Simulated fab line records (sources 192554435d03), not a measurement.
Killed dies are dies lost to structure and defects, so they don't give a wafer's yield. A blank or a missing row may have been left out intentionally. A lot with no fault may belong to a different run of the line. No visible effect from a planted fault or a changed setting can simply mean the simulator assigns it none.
Problem report in the 8D (eight disciplines) form, filled by code :: flow n5 finfet :: the parts of the form that need people (team, actions taken, sign-off) are left out

1. PROBLEM STATEMENT
Mean SDB_OVL at N5_SDB_OVL_MEAS_12: 5.4 nm over 6 wafers in 2 lots; fault-free wafers: 0.2 nm, standard deviation 0.72. Measured from the usual mean, that is +7.2 standard deviations.
Earliest sighting: wafer L441.1 on overlay-02 at day 5 06:26. Wafers with a number at this step in the record: 36, from 12 lots. Rule for "out", or "out of limits": more than 4 standard deviations from the usual mean. The rest of the wafers with a number are treated as sound.

2. WHAT IT IS, WHAT IT ISN'T
question: which readings at this step
is: SDB_OVL
is not: -

question: which lots
is: L441, L442
is not: L435, L436, L437, L443, L446, L448, L449, L454, L455, L456

question: which wafers of those lots
is: all that have a number
is not: -

question: read on which gauges
is: overlay-01, overlay-02
is not: -

question: when
is: from day 5 06:26
is not: up to then (9 sound wafers); but 21 sound wafers of L443, L446, L448, L449, L454, L455, L456 came after

3. WHAT RULES OUT EACH SUSPECT
Counting: a tool at any process step up to the reading remains a suspect when it ran all the lots that are out and ran no sound lot after the first of those.
- the gauge at N5_SDB_OVL_MEAS_12 is ruled out. The wafers that are out were read on 2 gauges (overlay-01, overlay-02).
- arfi scanner-03 at N5_SDB_EXPOSE_08 (exposes mask SDB): kept. Every lot that is out went through it, starting with L441 (day 5 06:17), and after that it ran no sound lot; the last sound lot it ran before then is L436 (day 4 01:32).
Left after counting: arfi scanner-03 at N5_SDB_EXPOSE_08.

4. THE CAUSE (what the simulator had put in)
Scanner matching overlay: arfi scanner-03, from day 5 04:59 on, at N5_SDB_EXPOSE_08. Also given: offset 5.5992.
Only this tool survived the counting.

5. THE CHAIN OF EFFECTS, in route order
Rows list readings where the struck wafers' mean (over those with a number) sits beyond 3 standard deviations from the usual. Scope: only readings with a usual standard deviation given in the record; hours: median across lots of the time from each lot's start at the first step in this table that gives one to its start at this step; sigmas: change in usual standard deviations.
hours: 0
step: N5_SDB_OVL_MEAS_12
reading: SDB_OVL
usual: 0.2 nm
on struck wafers: 5.4
change: +5.2
sigmas: +7.2

6. WHAT WOULD HAVE CAUGHT IT SOONER
In this record the first reading out of limits at a measuring or inspecting step was taken at day 5 06:26, 1 hour after the fault began at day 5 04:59.
Among the 2 lots that are out, L442 began N5_SDB_EXPOSE_08 on arfi scanner-03 after day 5 06:26. Had the tool been put on hold then, it would have been spared.
